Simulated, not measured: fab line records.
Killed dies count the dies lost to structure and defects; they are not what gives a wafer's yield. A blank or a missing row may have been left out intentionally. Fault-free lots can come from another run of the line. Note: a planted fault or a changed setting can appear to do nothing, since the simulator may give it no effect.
Chamber matching | flow nandHarc | 4 sister chambers for NHARC_A_STAIRCASE_TRIM_229 on rieDiel-01
The step chemistry O2, time 211.2 s. 18 wafers are shown with their chamber, then 9 later ones without.

## WAFERS, EACH WITH ITS CHAMBER
wafer  | chamber | showerheadPlenumPTorr (Torr) | drypumpMotorCurrentA (A) | oesProductAu (a.u.)
L076.3 | 0       | 3.79                         | 6.0                      | 0.993
L076.4 | 1       | 3.54                         | 5.7                      | 1.016
L076.5 | 0       | 3.79                         | 6.0                      | 0.997
L077.1 | 1       | 3.54                         | 5.6                      | 1.012
L077.2 | 0       | 3.78                         | 6.0                      | 1.000
L077.3 | 3       | 3.61                         | 5.0                      | 1.012
L077.4 | 2       | 3.50                         | 5.6                      | 1.008
L077.5 | 3       | 3.61                         | 5.0                      | 1.019
L077.6 | 2       | 3.50                         | 5.6                      | 1.006
L083.1 | 2       | 3.49                         | 5.5                      | 1.006
L083.2 | 1       | 3.54                         | 5.7                      | 1.019
L083.5 | 2       | 3.49                         | 5.5                      | 1.008
L085.1 | 2       | 3.49                         | 5.6                      | 0.973
L085.3 | 1       | 3.54                         | 5.7                      | 1.015
L085.4 | 3       | 3.60                         | 5.1                      | 1.001
L090.2 | 1       | 3.53                         | 5.7                      | 1.011
L090.3 | 3       | 3.60                         | 5.0                      | 1.000
L090.6 | 2       | 3.48                         | 5.6                      | 0.984

SIGNATURES, as means of the wafers listed above
reading               | chamber 0 | chamber 1 | chamber 2 | chamber 3 | scatter within a chamber
showerheadPlenumPTorr | 3.7867    | 3.5380    | 3.4917    | 3.6050    | 0.00615
drypumpMotorCurrentA  | 6.000     | 5.680     | 5.567     | 5.025     | 0.0454
oesProductAu          | 0.99667   | 1.01460   | 0.99750   | 1.00800   | 0.0102
Rule: for a wafer and a chamber, the distance is found by dividing, reading by reading, the gap between the wafer's reading and the chamber's mean by the reading's scatter, squaring, summing and taking the root. The wafer belongs to the nearest chamber; if the next one is less than 2 further off, it can't be placed. The scatter is the square root of a quotient: the sum, over the shown wafers, of each reading's squared deviation from its chamber's mean, divided by wafers minus chambers.

## WAFERS WITH NO CHAMBER GIVEN
wafer  | showerheadPlenumPTorr (Torr) | drypumpMotorCurrentA (A) | oesProductAu (a.u.)
L092.2 | 3.48                         | 5.5                      | 0.986
L092.4 | 3.77                         | 6.0                      | 0.996
L092.5 | 3.53                         | 5.7                      | 1.023
L095.1 | 3.77                         | 6.0                      | 0.984
L095.4 | 3.48                         | 5.6                      | 0.981
L095.6 | 3.53                         | 5.6                      | 1.016
L097.1 | 3.47                         | 5.6                      | 0.991
L097.4 | 3.59                         | 5.0                      | 0.996
L097.6 | 3.47                         | 5.6                      | 0.988

## CHAMBER TAKEN BY EACH
wafer  | from the rows above | in truth
L092.2 | 2                   | 2
L092.4 | 0                   | 0
L092.5 | 1                   | 1
L095.1 | 0                   | 0
L095.4 | 2                   | 2
L095.6 | 1                   | 1
L097.1 | 2                   | 2
L097.4 | 3                   | 3
L097.6 | 2                   | 2
Placed correctly: 9 of 9. Left unplaced by these rows: 0. Number placed wrongly: 0.
